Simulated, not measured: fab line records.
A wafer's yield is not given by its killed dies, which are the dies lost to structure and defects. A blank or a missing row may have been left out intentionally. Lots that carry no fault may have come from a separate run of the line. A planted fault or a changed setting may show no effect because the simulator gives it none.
Chamber matching + flow n5_finfet + 4 sister chambers for N5_DUMMY_GATE_TRIM_49 on rie_si-02
The step chemistry O2, time 29 s, target cd 14 nm. 4 wafers are shown with their chamber, then 6 later ones without.

== WAFERS PAIRED WITH THEIR CHAMBERS ==
| wafer  | chamber | throttle_valve_pct (%) |
|--------|---------|------------------------|
| L123.2 | 3       | 8.26                   |
| L129.2 | 1       | 7.83                   |
| L129.3 | 0       | 7.90                   |
| L129.4 | 2       | 8.16                   |

== WAFERS MISSING THEIR CHAMBER ==
| wafer  | throttle_valve_pct (%) |
|--------|------------------------|
| L130.1 | 7.83                   |
| L130.2 | 7.91                   |
| L130.5 | 7.84                   |
| L134.2 | 8.16                   |
| L134.4 | 7.90                   |
| L134.5 | 7.83                   |

== CHAMBER TAKEN BY EACH ==
| wafer  | from the rows above | in truth |
|--------|---------------------|----------|
| L130.1 | 1                   | 1        |
| L130.2 | 0                   | 0        |
| L130.5 | 1                   | 1        |
| L134.2 | 2                   | 2        |
| L134.4 | 0                   | 0        |
| L134.5 | 1                   | 1        |
Correct placement for 6 of the 6. Can't be placed from these rows: 0. Number placed wrongly: 0.
How it was worked out, from the rows above alone: a wafer's distance from a chamber is the root of the sum, over the readings, of the square of ((its reading less the chamber's mean) divided by the reading's scatter). The wafer belongs to the nearest chamber; if the next one is less than 2 further off, it can't be placed. Each chamber's mean is taken over the wafers shown for it. The scatter: with one shown wafer a chamber, the root of the mean of the squares of how far each hidden wafer lies from its nearest shown one.
